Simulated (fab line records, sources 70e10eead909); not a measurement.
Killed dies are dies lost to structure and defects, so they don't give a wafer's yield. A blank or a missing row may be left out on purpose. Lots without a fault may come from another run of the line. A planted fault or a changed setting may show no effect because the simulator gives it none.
Chamber matching | flow nand_harc | NHARC_A_STAIRCASE_CMP_472 on cmp-02: 4 sister chambers
The step polishes SiO2. 4 wafers are shown with their chamber, then 7 later ones without.

WAFERS WITH THEIR CHAMBER
wafer  | chamber | motor_current_A (A)
L090.4 | 3       | 11.8
L090.5 | 2       | 15.2
L091.2 | 1       | 9.3
L091.4 | 0       | 10.3

WAFERS WITHOUT THEIR CHAMBER
wafer  | motor_current_A (A)
L091.5 | 10.1
L097.3 | 14.6
L097.4 | 11.6
L097.6 | 14.5
L096.1 | 14.3
L096.5 | 14.3
L096.6 | 9.5

WHICH CHAMBER EACH WENT THROUGH
wafer  | from the rows above     | in truth
L091.5 | can't be placed: 0 or 1 | 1
L097.3 | 2                       | 2
L097.4 | can't be placed: 3 or 0 | 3
L097.6 | 2                       | 2
L096.1 | 2                       | 2
L096.5 | 2                       | 2
L096.6 | can't be placed: 1 or 0 | 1
Placed correctly: 4 of 7. Can't be placed from these rows: 3 (the true chamber is among the candidates in 3). Placed wrongly: 0.
How it was worked out, from the rows above alone: a wafer's distance from a chamber is the root of the sum, over the readings, of the square of ((its reading less the chamber's mean) divided by the reading's scatter). The wafer belongs to the nearest chamber; if the next one is less than 2 further off, it can't be placed. A chamber's mean is the mean of its shown wafers. The scatter: with one shown wafer a chamber, the root of the mean of the squares of how far each hidden wafer lies from its nearest shown one.
